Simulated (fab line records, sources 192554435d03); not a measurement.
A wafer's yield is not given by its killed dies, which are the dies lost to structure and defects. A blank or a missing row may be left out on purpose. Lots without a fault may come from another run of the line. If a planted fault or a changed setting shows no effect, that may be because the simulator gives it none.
The tool behind it: which one?	flow n5 finfet	57 wafers from 19 lots sampled at 6 of the route's 1938 steps

## WHAT THE GAUGES SHOWED, per wafer
Not one reading of a measure or inspect step in the record can be checked against a usual standard deviation.

## WHAT TOOL EACH LOT RAN ON (gives the tool, then ch and the chambers of the sampled wafers, and finally the start)
lot	N5_HKMG_FIN_DESCUM_17	N5_HKMG_FIN_ETCH_67	N5_GATE_CUT_ETCH_36	N5_GATE_CUT_HM_OPEN_40	N5_GATE_CUT_ETCH_19	N5_GATE_CUT_VAPOR_ETCH_48
L076	rie diel-01 ch 0,2, day 4 18:38	rie diel-03 ch 0,2,3, day 4 21:31	rie diel-02 ch 0,1,3, day 5 03:45	rie diel-02 ch 0,1,3, day 5 03:52	rie diel-02 ch 0,1,3, day 5 03:59	rie metal-02 ch 1, day 5 04:16
L075	rie diel-03 ch 2,3, day 4 21:47	rie diel-01 ch 1,2, day 5 00:11	rie diel-04 ch 0,3, day 5 07:17	rie diel-04 ch 0,3, day 5 07:24	rie diel-04 ch 0,3, day 5 07:31	rie metal-01 ch 0,1, day 5 07:49
L077	rie diel-01 ch 0,1,2, day 5 05:55	rie diel-01 ch 0,2, day 5 08:32	rie diel-06 ch 0,2, day 5 14:18	rie diel-06 ch 0,2, day 5 14:25	rie diel-06 ch 0,2, day 5 14:32	rie metal-01 ch 0,1, day 5 14:49
L078	rie diel-01 ch 0,1, day 5 08:44	rie diel-03 ch 2,3, day 5 11:38	rie diel-06 ch 0,2, day 5 17:39	rie diel-06 ch 0,2, day 5 17:46	rie diel-06 ch 0,2, day 5 17:53	rie metal-02 ch 0,1, day 5 18:11
L074	rie diel-01 ch 0,2, day 5 11:49	rie diel-03 ch 0,2,3, day 5 14:17	rie diel-06 ch 0,1, day 5 20:16	rie diel-06 ch 0,1, day 5 20:22	rie diel-06 ch 0,1, day 5 20:29	rie metal-01 ch 0,1, day 5 20:47
L079	rie diel-03 ch 0,2, day 5 12:43	rie diel-05 ch 0,1, day 5 15:08	rie diel-04 ch 0,1,3, day 5 21:11	rie diel-04 ch 0,1,3, day 5 21:18	rie diel-04 ch 0,1,3, day 5 21:25	rie metal-01 ch 0,1, day 5 21:43
L080	rie diel-05 ch 0,1,2, day 5 16:41	rie diel-05 ch 0,2, day 5 19:12	rie diel-04 ch 0,3, day 6 01:37	rie diel-04 ch 0,3, day 6 01:43	rie diel-04 ch 0,3, day 6 01:50	rie metal-02 ch 0,1, day 6 02:08
L082	rie diel-03 ch 0,2,3, day 6 04:06	rie diel-01 ch 0,1,2, day 6 06:49	rie diel-02 ch 0,1,3, day 6 12:49	rie diel-02 ch 0,1,3, day 6 12:56	rie diel-02 ch 0,1,3, day 6 13:03	rie metal-03 ch 0,1, day 6 13:20
L083	rie diel-03 ch 0,2, day 6 10:01	rie diel-01 ch 0,1,3, day 6 12:31	rie diel-06 ch 1,2,3, day 6 18:42	rie diel-06 ch 1,2,3, day 6 18:49	rie diel-06 ch 1,2,3, day 6 18:56	rie metal-02 ch 0,1, day 6 19:13
L084	rie diel-03 ch 0,2, day 6 12:46	rie diel-05 ch 1,3, day 6 15:15	rie diel-04 ch 0,1,3, day 6 21:00	rie diel-04 ch 0,1,3, day 6 21:07	rie diel-04 ch 0,1,3, day 6 21:14	rie metal-03 ch 0,1, day 6 21:31
L085	rie diel-05 ch 0,3, day 6 23:59	rie diel-05 ch 0,1,3, day 7 02:23	rie diel-02 ch 0,2, day 7 08:17	rie diel-02 ch 0,2, day 7 08:23	rie diel-02 ch 0,2, day 7 08:31	rie metal-03 ch 1, day 7 08:48
L086	rie diel-05 ch 1,2,3, day 7 12:35	rie diel-03 ch 0,1, day 7 15:06	rie diel-02 ch 1,3, day 7 21:05	rie diel-02 ch 1,3, day 7 21:12	rie diel-02 ch 1,3, day 7 21:19	rie metal-01 ch 1, day 7 21:47
L087	rie diel-01 ch 0,3, day 7 15:56	rie diel-05 ch 2,3, day 7 18:37	rie diel-04 ch 1,3, day 8 00:54	rie diel-04 ch 1,3, day 8 01:01	rie diel-04 ch 1,3, day 8 01:08	rie metal-01 ch 0,1, day 8 01:25
L090	rie diel-03 ch 0,1,3, day 8 00:34	rie diel-01 ch 2,3, day 8 03:01	rie diel-04 ch 0,1, day 8 09:07	rie diel-04 ch 0,1, day 8 09:13	rie diel-04 ch 0,1, day 8 09:20	rie metal-03 ch 0,1, day 8 09:38
L089	rie diel-03 ch 0,1,3, day 8 02:11	rie diel-01 ch 1,2,3, day 8 04:39	rie diel-02 ch 1,2,3, day 8 11:08	rie diel-02 ch 1,2,3, day 8 11:14	rie diel-02 ch 1,2,3, day 8 11:22	rie metal-03 ch 0,1, day 8 11:39
L092	rie diel-03 ch 1,2,3, day 8 15:41	rie diel-03 ch 0,2, day 8 18:11	rie diel-04 ch 0,3, day 9 00:38	rie diel-04 ch 0,3, day 9 00:44	rie diel-04 ch 0,3, day 9 00:52	rie metal-01 ch 0, day 9 01:21
L094	rie diel-01 ch 0,1,3, day 9 04:26	rie diel-01 ch 0,1, day 9 06:59	rie diel-06 ch 1,2,3, day 9 12:50	rie diel-06 ch 1,2,3, day 9 12:57	rie diel-06 ch 1,2,3, day 9 13:04	rie metal-02 ch 0,1, day 9 13:22
L095	rie diel-05 ch 0,1,2, day 9 11:32	rie diel-05 ch 0,1,2, day 9 14:01	rie diel-02 ch 0,1,2, day 9 20:13	rie diel-02 ch 0,1,2, day 9 20:19	rie diel-02 ch 0,1,2, day 9 20:26	rie metal-03 ch 0,1, day 9 20:44
L097	rie diel-03 ch 0,1, day 10 00:55	rie diel-01 ch 0,2, day 10 03:18	rie diel-06 ch 1,2, day 10 09:10	rie diel-06 ch 1,2, day 10 09:17	rie diel-06 ch 1,2, day 10 09:24	rie metal-02 ch 0,1, day 10 09:41
- N5_HKMG_FIN_DESCUM_17: chemistry O2, time 7.9 s.
- N5_HKMG_FIN_ETCH_67: etches SOC in N2/H2, stops on TiN, target depth 388.9 nm.
- N5_GATE_CUT_ETCH_36: etches SiARC in CF4, target depth 13 nm, time 21.7 s.
- N5_GATE_CUT_HM_OPEN_40: chemistry C4F6/O2, target SiO2, target depth 139 nm, time 85.1 s.
- N5_GATE_CUT_ETCH_19: etches SiNx in CH3F/O2, target depth 53.7 nm, time 76.7 s.
- N5_GATE_CUT_VAPOR_ETCH_48: etches TiN in BCl3/Cl2.

## AS READ BY THE TOOLS THEMSELVES (means over the sampled wafers that have a number; for cases with no such wafer, the mark the record gives instead)
N5_HKMG_FIN_DESCUM_17.
lot	tool	drypump motor current A (A)	oes product au (a.u.)	rf vpp V (V)	showerhead plenum p Torr (Torr)	throttle valve pct (%)
L076	rie diel-01	5.9	0.82	243.6	2.14	20.32
L075	rie diel-03	5.6	0.77	242.6	2.09	20.81
L077	rie diel-01	5.5	0.83	244.5	2.15	20.43
L078	rie diel-01	6.0	0.86	243.8	2.12	20.23
L074	rie diel-01	5.4	0.77	245.0	2.17	20.54
L079	rie diel-03	5.4	0.78	243.5	2.15	20.70
L080	rie diel-05	5.8	0.89	243.9	2.11	20.50
L082	rie diel-03	5.8	0.75	243.1	2.10	20.70
L083	rie diel-03	5.6	0.77	244.3	2.16	20.56
L084	rie diel-03	5.4	0.77	243.4	2.14	20.72
L085	rie diel-05	5.7	0.85	243.6	2.11	20.69
L086	rie diel-05	5.3	0.86	244.3	2.16	20.44
L087	rie diel-01	6.0	0.79	243.7	2.12	20.21
L090	rie diel-03	5.7	0.75	243.0	2.10	20.57
L089	rie diel-03	5.7	0.75	242.6	2.10	20.58
L092	rie diel-03	5.6	0.75	242.3	2.08	20.74
L094	rie diel-01	5.6	0.78	243.6	2.13	20.34
L095	rie diel-05	5.8	0.85	243.0	2.10	20.53
L097	rie diel-03	5.4	0.78	243.4	2.13	20.52

N5_HKMG_FIN_ETCH_67.
lot	tool	drypump motor current A (A)	oes product au (a.u.)	rf vpp V (V)	showerhead plenum p Torr (Torr)	throttle valve pct (%)
L076	rie diel-03	5.8	0.76	240.8	2.56	17.97
L075	rie diel-01	5.1	0.80	241.7	2.62	17.81
L077	rie diel-01	5.9	0.79	241.2	2.60	17.78
L078	rie diel-03	5.6	0.76	240.3	2.52	18.02
L074	rie diel-03	5.8	0.75	240.6	2.56	18.00
L079	rie diel-05	5.9	0.86	239.2	2.48	17.91
L080	rie diel-05	6.0	0.86	241.9	2.55	17.87
L082	rie diel-01	5.6	0.80	240.9	2.60	17.78
L083	rie diel-01	5.7	0.80	240.7	2.61	17.74
L084	rie diel-05	5.3	0.85	240.3	2.56	17.89
L085	rie diel-05	5.5	0.84	240.4	2.55	17.89
L086	rie diel-03	5.6	0.77	241.3	2.64	17.92
L087	rie diel-05	4.9	0.84	243.1	2.70	17.85
L090	rie diel-01	5.1	0.72	241.5	2.62	17.89
L089	rie diel-01	5.1	0.76	241.6	2.61	17.83
L092	rie diel-03	5.4	0.75	241.5	2.58	18.00
L094	rie diel-01	5.6	0.82	241.4	2.58	17.75
L095	rie diel-05	5.8	0.82	240.4	2.55	17.94
L097	rie diel-01	5.4	0.73	241.2	2.60	17.90

N5_GATE_CUT_ETCH_36.
lot	tool	drypump motor current A (A)	etch rf on time s (s)	oes product au (a.u.)	rf vpp V (V)	showerhead plenum p Torr (Torr)	throttle valve pct (%)
L076	rie diel-02	6.1	22.0	0.70	183.8	2.13	15.65
L075	rie diel-04	5.7	21.2	0.72	183.8	2.14	15.46
L077	rie diel-06	5.9	22.2	0.70	183.9	2.22	15.26
L078	rie diel-06	5.9	22.1	0.70	185.6	2.22	15.26
L074	rie diel-06	5.9	21.5	0.67	183.7	2.09	15.63
L079	rie diel-04	5.9	21.8	0.65	183.1	2.12	15.66
L080	rie diel-04	5.7	21.4	0.70	184.8	2.14	15.47
L082	rie diel-02	6.1	22.2	0.68	183.5	2.13	15.67
L083	rie diel-06	5.9	22.3	0.65	183.9	2.11	15.64
L084	rie diel-04	5.9	21.6	0.64	183.2	2.11	15.69
L085	rie diel-02	6.1	22.2	0.67	183.8	2.09	15.66
L086	rie diel-02	5.9	22.1	0.68	183.8	2.16	15.70
L087	rie diel-04	5.5	21.1	0.68	184.9	2.17	15.49
L090	rie diel-04	6.0	22.3	0.57	183.6	2.09	15.91
L089	rie diel-02	5.7	22.4	0.73	184.7	2.17	15.59
L092	rie diel-04	5.7	21.6	0.68	184.5	2.13	15.53
L094	rie diel-06	5.9	22.1	0.73	184.7	2.19	15.51
L095	rie diel-02	5.9	22.4	0.66	183.9	2.12	15.71
L097	rie diel-06	5.9	22.1	0.76	186.2	2.26	15.38

N5_GATE_CUT_HM_OPEN_40.
lot	tool	drypump motor current A (A)	etch rf on time s (s)	oes_f_703_au (a.u.)	oes product au (a.u.)	rf vpp V (V)	showerhead plenum p Torr (Torr)	throttle valve pct (%)
L076	rie diel-02	6.1	94.6	0.81	0.73	662	2.84	21.01
L075	rie diel-04	5.7	94.4	0.85	0.75	670	2.85	20.85
L077	rie diel-06	5.9	96.8	0.83	0.74	666	2.96	20.57
L078	rie diel-06	5.9	94.9	0.83	0.74	667	2.95	20.56
L074	rie diel-06	5.9	92.2	0.79	0.70	664	2.77	20.90
L079	rie diel-04	5.8	93.3	0.77	0.68	665	2.82	21.03
L080	rie diel-04	5.7	93.4	0.83	0.74	670	2.84	20.87
L082	rie diel-02	6.1	96.5	0.80	0.72	663	2.83	21.03
L083	rie diel-06	5.9	94.0	0.76	0.70	670	2.81	20.97
L084	rie diel-04	5.8	94.4	0.76	0.67	664	2.81	21.06
L085	rie diel-02	6.1	94.8	0.77	0.71	671	2.78	21.01
L086	rie diel-02	5.9	95.7	0.80	0.72	665	2.87	21.10
L087	rie diel-04	5.6	93.3	0.81	0.71	660	2.88	20.89
L090	rie diel-04	6.0	96.5	0.68	0.60	660	2.78	21.24
L089	rie diel-02	5.7	94.2	0.85	0.77	664	2.89	21.00
L092	rie diel-04	5.7	94.0	0.80	0.71	670	2.83	20.91
L094	rie diel-06	5.9	93.9	0.85	0.78	673	2.91	20.89
L095	rie diel-02	5.9	93.9	0.76	0.70	673	2.82	21.07
L097	rie diel-06	6.0	94.3	0.89	0.81	672	2.99	20.70

N5_GATE_CUT_ETCH_19.
lot	tool	drypump motor current A (A)	etch rf on time s (s)	oes_f_703_au (a.u.)	oes product au (a.u.)	rf vpp V (V)	showerhead plenum p Torr (Torr)	throttle valve pct (%)
L076	rie diel-02	6.1	78.0	0.81	0.70	295	1.99	16.39
L075	rie diel-04	5.7	76.3	0.84	0.71	300	2.00	16.23
L077	rie diel-06	5.9	77.5	0.82	0.70	298	2.08	16.01
L078	rie diel-06	5.9	77.3	0.82	0.70	299	2.08	16.00
L074	rie diel-06	5.9	75.9	0.79	0.67	297	1.95	16.34
L079	rie diel-04	5.8	77.5	0.77	0.64	297	1.98	16.43
L080	rie diel-04	5.7	76.0	0.83	0.71	299	2.00	16.25
L082	rie diel-02	6.1	78.9	0.80	0.68	296	1.99	16.41
L083	rie diel-06	5.9	78.2	0.76	0.65	299	1.97	16.39
L084	rie diel-04	5.8	78.4	0.76	0.63	297	1.98	16.46
L085	rie diel-02	6.1	78.5	0.77	0.67	299	1.95	16.39
L086	rie diel-02	5.9	78.4	0.80	0.68	296	2.02	16.46
L087	rie diel-04	5.6	75.5	0.82	0.68	294	2.02	16.26
L090	rie diel-04	6.0	79.0	0.69	0.57	295	1.95	16.66
L089	rie diel-02	5.7	77.4	0.85	0.73	297	2.03	16.36
L092	rie diel-04	5.7	76.0	0.80	0.68	298	1.99	16.30
L094	rie diel-06	5.9	77.8	0.85	0.73	300	2.05	16.27
L095	rie diel-02	5.9	78.9	0.76	0.66	300	1.98	16.46
L097	rie diel-06	5.9	77.2	0.90	0.76	302	2.11	16.11

N5_GATE_CUT_VAPOR_ETCH_48.
lot	tool	drypump motor current A (A)	oes product au (a.u.)
L076	rie metal-02	4.9	0.74
L075	rie metal-01	6.0	0.69
L077	rie metal-01	5.9	0.78
L078	rie metal-02	5.4	0.68
L074	rie metal-01	6.0	0.69
L079	rie metal-01	6.0	0.69
L080	rie metal-02	5.2	0.71
L082	rie metal-03	6.4	0.78
L083	rie metal-02	5.1	0.71
L084	rie metal-03	6.4	0.85
L085	rie metal-03	6.4	0.92
L086	rie metal-01	5.8	0.85
L087	rie metal-01	5.9	0.90
L090	rie metal-03	6.4	0.77
L089	rie metal-03	6.4	0.83
L092	rie metal-01	6.1	0.93
L094	rie metal-02	5.2	0.70
L095	rie metal-03	6.4	0.82
L097	rie metal-02	5.2	0.69

## THE ANSWER, worked out from the rows above alone
Rule: the usual values come from the lots themselves. Put in order of their means at a reading, lots are off if they are a third of the lots or fewer, leave a main group of 4 or more, and stand apart from it by a gap of 3 or more times the standard deviation of the main group's means; of several such gaps the widest counts. If all means in a main group match to the digits the tables above print for the reading, that group is not used. A lot without any number at a reading at which 4 lots or more have one is off too. Where the step has rows for the other lots, those lots are counted as sound. After the gauges, taken in route order, come the tools' own readings; for these a lot's mean is taken, as printed above. The first step at which some lot is off is used, and at that step the reading that is off furthest; a lot without a number counts as furthest.
No lot is off at any reading shown: from this, nothing can be told.

## WHAT HAD BEEN PUT IN BY THE SIMULATOR
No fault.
